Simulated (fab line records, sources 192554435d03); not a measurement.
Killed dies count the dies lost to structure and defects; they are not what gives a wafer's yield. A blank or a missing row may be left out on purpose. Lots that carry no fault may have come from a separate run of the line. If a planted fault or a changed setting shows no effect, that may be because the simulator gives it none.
Matching of chambers    flow n5_finfet    rie_diel-04 running N5_BEOL_M6_STRIP_36: 4 sister chambers
The step strips in N2/H2. 14 wafers are shown with their chamber, then 7 later ones without.

EACH WAFER AND ITS CHAMBER
wafer   chamber  showerhead_plenum_p_Torr (Torr)  throttle_valve_pct (%)  oes_product_au (a.u.)
L106.2  3        2.60                             23.74                   1.01
L106.4  1        2.47                             23.88                   0.86
L106.5  0        2.71                             23.56                   0.93
L109.4  0        2.71                             23.57                   0.91
L109.5  2        2.49                             23.55                   0.68
L109.6  1        2.47                             23.84                   0.86
L118.2  1        2.45                             23.91                   0.81
L118.4  2        2.48                             23.17                   0.91
L118.6  0        2.69                             23.61                   0.86
L126.4  0        2.69                             23.60                   0.85
L126.5  2        2.48                             23.19                   0.92
L126.6  1        2.45                             23.96                   0.81
L128.3  2        2.48                             23.18                   0.90
L128.4  0        2.69                             23.65                   0.86

SIGNATURES (averages over the wafers above)
reading                   chamber 0  chamber 1  chamber 2  chamber 3  scatter within a chamber
showerhead_plenum_p_Torr  2.6980     2.4600     2.4825     2.6000     0.00977
throttle_valve_pct        23.5980    23.8975    23.2725    23.7400    0.108
oes_product_au            0.8820     0.8350     0.8525     1.0100     0.0689
Rule: distance of a wafer from a chamber = root of the sum over the readings of ((wafer's reading minus chamber's mean) / reading's scatter) squared. If the next closest chamber is less than 2 further off than the closest, the wafer can't be placed; otherwise it belongs to the closest. The scatter: take each reading less its chamber's mean, square it, sum over the shown wafers, divide by the number of wafers less the number of chambers, and take the root.

WAFERS WHOSE CHAMBER IS MISSING
wafer   showerhead_plenum_p_Torr (Torr)  throttle_valve_pct (%)  oes_product_au (a.u.)
L128.5  2.48                             23.20                   0.91
L123.1  2.57                             23.84                   0.89
L123.2  2.45                             23.93                   0.80
L123.5  2.45                             23.93                   0.81
L127.3  2.47                             23.17                   0.89
L127.4  2.45                             23.94                   0.80
L127.6  2.47                             23.19                   0.88

CHAMBER TAKEN BY EACH
wafer   from the rows above  in truth
L128.5  2                    2
L123.1  3                    3
L123.2  1                    1
L123.5  1                    1
L127.3  2                    2
L127.4  1                    1
L127.6  2                    2
Correct placement for 7 of the 7. From these rows, 0 cannot be placed. Wrongly placed: 0.
